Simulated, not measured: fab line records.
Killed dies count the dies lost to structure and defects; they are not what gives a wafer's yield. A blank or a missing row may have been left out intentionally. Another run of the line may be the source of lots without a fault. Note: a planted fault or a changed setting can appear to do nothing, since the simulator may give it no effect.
Split-lot experiment	flow n5 finfet	21 wafers read from 7 lots, route of 1938 steps

ON THE SPLIT
At N5_SDB_COAT_04 (time 60 s, resist thk 18 nm), the setting spin rpm was moved away from the recipe's 1500 rpm on 8 of the 21 wafers read, by -10.4% to +4.1%. The other wafers ran this setting at the recipe's value.

FROM THE SPLIT TO THE READING: what the file shows between them, 4 steps
- N5_SDB_COAT_05: resist thk 90 nm
- N5_SDB_EBR_07
- N5_SDB_DESCUM_16: chemistry O2, time 7.9 s
- N5_SDB_ETCH_17: etches SiARC in CF4, target depth 23.4 nm, time 39 s

THE READING
SiARC_of_SDB_COAT_04.thk nm (the simulator's own value, which no gauge read), in nm, at N5_SDB_ETCH_18 (etches SOC in N2/H2, target depth 100 nm, overetch 20 nm, time 150 s). The file does not state a usual value for it. Here, 13 wafers ran the recipe; their average is 12.8 nm with a standard deviation of 0.053 nm.

wafer	tool, chamber at the split	spin rpm as run, rpm	against the recipe	SiARC_of_SDB_COAT_04.thk nm, nm	against lot-mates on the recipe
L076.1	litho track-05, 0	1562	+4.1%	12.4	no lot-mate on the recipe
L076.3	litho track-05, 0	1562	+4.1%	12.4	no lot-mate on the recipe
L076.5	litho track-05, 0	1562	+4.1%	12.4	no lot-mate on the recipe
L077.1	litho track-05, 0	1500	recipe	12.8	-
L077.2	litho track-05, 0	1500	recipe	12.8	-
L077.4	litho track-05, 0	1500	recipe	12.6	-
L081.2	litho track-03, 0	1500	recipe	12.8	-
L081.3	litho track-03, 0	1500	recipe	12.8	-
L081.5	litho track-03, 0	1344	-10.4%	13.6	+0.8
L086.4	litho track-03, 0	1500	recipe	12.8	-
L086.5	litho track-03, 0	1500	recipe	12.8	-
L086.6	litho track-03, 0	1500	recipe	12.8	-
L092.1	litho track-01, 0	1444	-3.7%	13.2	+0.4
L092.3	litho track-01, 0	1444	-3.7%	13	+0.2
L092.6	litho track-01, 0	1500	recipe	12.8	-
L094.1	litho track-01, 0	1500	recipe	12.8	-
L094.5	litho track-01, 0	1500	recipe	12.8	-
L094.6	litho track-01, 0	1500	recipe	12.8	-
L096.1	litho track-01, 0	1428	-4.8%	13.2	+0.4
L096.6	litho track-01, 0	1428	-4.8%	13.2	+0.4
L096.5	litho track-01, 0	1500	recipe	12.8	-

THE FIT
A straight line over all 21 wafers: SiARC_of_SDB_COAT_04.thk nm changes by -0.0844 nm for each +1% of spin rpm; r = -0.98; the points scatter about the line by 0.058 nm.
The same after taking each lot's own level away (the mean of its wafers on the recipe; 18 wafers): -0.0788 nm for each +1%; r = -0.97; scatter 0.055 nm.
That fit puts the effect of the largest move of spin rpm on the reading at 0.82 nm.
The span of the lots' own levels, 12.73 to 12.80 nm, comes to 1.3 times the standard deviation stated above.
The two slopes are in agreement: the lot-to-lot level therefore moves the slope only a little.
Check: +0.855 nm against its lot-mates is what the line predicts for one of the wafers moved furthest among these (-10.4%) when that wafer is left out of the fit. Against them it came out at +0.8 nm.

THE WHOLE CHAIN: every reading that the file lists as answering this split, in the file's order
step	what it does	reading	change (the file's fit)	r (the file's)
N5_SDB_COAT_04	time 60 s, resist thk 18 nm	SiARC_of_SDB_COAT_04.thk nm (the simulator's own value, which no gauge read)	-0.0985 nm for each +1% of the setting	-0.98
N5_SDB_ETCH_17	etches SiARC in CF4, target depth 23.4 nm, time 39 s	etch rf on time s	withheld for each +1% of the setting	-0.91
N5_SDB_ETCH_17	etches SiARC in CF4, target depth 23.4 nm, time 39 s	etch.depth nm (the simulator's own value, which no gauge read)	-0.0928 nm for each +1% of the setting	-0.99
N5_SDB_ETCH_18	etches SOC in N2/H2, target depth 100 nm, overetch 20 nm, time 150 s	SiARC_of_SDB_COAT_04.thk nm (the simulator's own value, which no gauge read)	-0.0783 nm for each +1% of the setting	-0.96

FILE'S OWN FIT
SiARC_of_SDB_COAT_04.thk nm changes by -0.0783 nm for each +1% of spin rpm, r = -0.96.
